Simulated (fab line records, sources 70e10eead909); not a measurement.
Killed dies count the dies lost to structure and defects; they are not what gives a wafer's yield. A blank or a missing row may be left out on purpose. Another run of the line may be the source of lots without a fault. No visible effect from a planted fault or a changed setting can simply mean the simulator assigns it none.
A lot that was struck, set against a sound lot || flow nand-harc || 15 steps out of a route of 1159
Sound: wafers L146.2, L146.5, L146.6. Struck: wafer L150.6; the same lot's L150.1 was not struck, so it is left out; see the end for the cause.
At each step with rows: each side's tool, then ch and its chambers, then its first start. Under that, the readings that differ: sound wafers || struck wafers || difference of the means || sigmas: that difference in standard deviations of wafers without a fault.
alike: same words and numbers on both sides, and readings whose means sit less than 2 such deviations apart. not compared: any withheld reading, any reading some wafer has no value for, any bound like >300 that may hide the same value, and any number with overlapping values for which the record gives no deviation.
A row with sigmas, a row that says differs or no value, or rows on one side alone: a step with any of these is where the two part. Numbers that have no deviation but don't overlap get no sigmas and don't part them. A reading missing from all wafers of one side parts the sides only when that side holds two or more wafers.

first, 1 step without rows for these wafers: NHARC_A_ONON_D1_DEP_00 (target thk 1000 nm).
NHARC_A_ONON_D1_THK_MEAS_02: measures by ellipsometry.
  sound: film-metro-01 at day 10 12:25; struck: film-metro-01 at day 11 07:43
  alike: thk-nm
then, 1 step without rows for these wafers: NHARC_A_ONON_D1_DEP_03 (target thk 1000 nm).
NHARC_A_ONON_D1_THK_MEAS_05: measures by ellipsometry.
  sound: film-metro-02 at day 10 12:59; struck: film-metro-02 at day 11 08:25
  alike: thk-nm
then, 1 step without rows for these wafers: NHARC_A_ONON_D1_DEP_06 (target thk 1000 nm).
NHARC_A_ONON_D1_THK_MEAS_08: measures by ellipsometry.
  sound: film-metro-02 at day 10 13:34; struck: film-metro-02 at day 11 09:07
  alike: thk-nm
then, 1 step without rows for these wafers: NHARC_A_ONON_D1_DEP_09 (target thk 1000 nm).
NHARC_A_ONON_D1_THK_MEAS_11: measures by ellipsometry.
  sound: film-metro-02 at day 10 14:08; struck: film-metro-02 at day 11 09:49
  alike: thk-nm
then, 1 step without rows for these wafers: NHARC_A_ONON_D1_DEP_12 (target thk 1000 nm).
NHARC_A_ONON_D1_THK_MEAS_14: measures by ellipsometry.
  sound: film-metro-01 at day 10 14:44; struck: film-metro-01 at day 11 10:31
  alike: thk-nm
then, 1 step without rows for these wafers: NHARC_A_ONON_D1_ANNEAL_15 (time 3600 s).
NHARC_A_ONON_D1_DEP_16: target thk 1000 nm.
  sound on pecvd-onon-03 ch 0, day 11 01:32; struck on pecvd-onon-02 ch 0, day 11 17:32
{"reading": "susceptor-temp-C (C)", "sound": "400.34 400.63 400.54", "struck": 399.77, "difference": -0.73, "sigmas": -3}
NHARC_A_ONON_D1_THK_MEAS_18: measures by ellipsometry.
  sound: film-metro-02 at day 11 01:59; struck: film-metro-01 at day 11 18:02
{"reading": "thk-nm (nm)", "sound": "1012 1012 1012", "struck": 445, "difference": -567, "sigmas": -58}
then, 1 step without rows for these wafers: NHARC_A_ONON_D1_DEP_19 (target thk 1000 nm).
-- the record jumps here: 12 days lie between the struck wafers' starts before and after (it left off in module A_ONON_D1 and takes up again in module END, whose first step shown is number 1159 of the route) --
NHARC_END_SORT_01:
  here the record holds rows for the struck wafers (prober-02 ch 0, day 23 19:44) but none for the sound ones

WHERE THEY PART
First at NHARC_A_ONON_D1_DEP_16; last, within this record, at NHARC_END_SORT_01.

WHY: what the simulator had put in
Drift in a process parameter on pecvd-onon-02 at NHARC_A_ONON_D1_DEP_16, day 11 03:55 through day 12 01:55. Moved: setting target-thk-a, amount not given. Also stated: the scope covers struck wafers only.
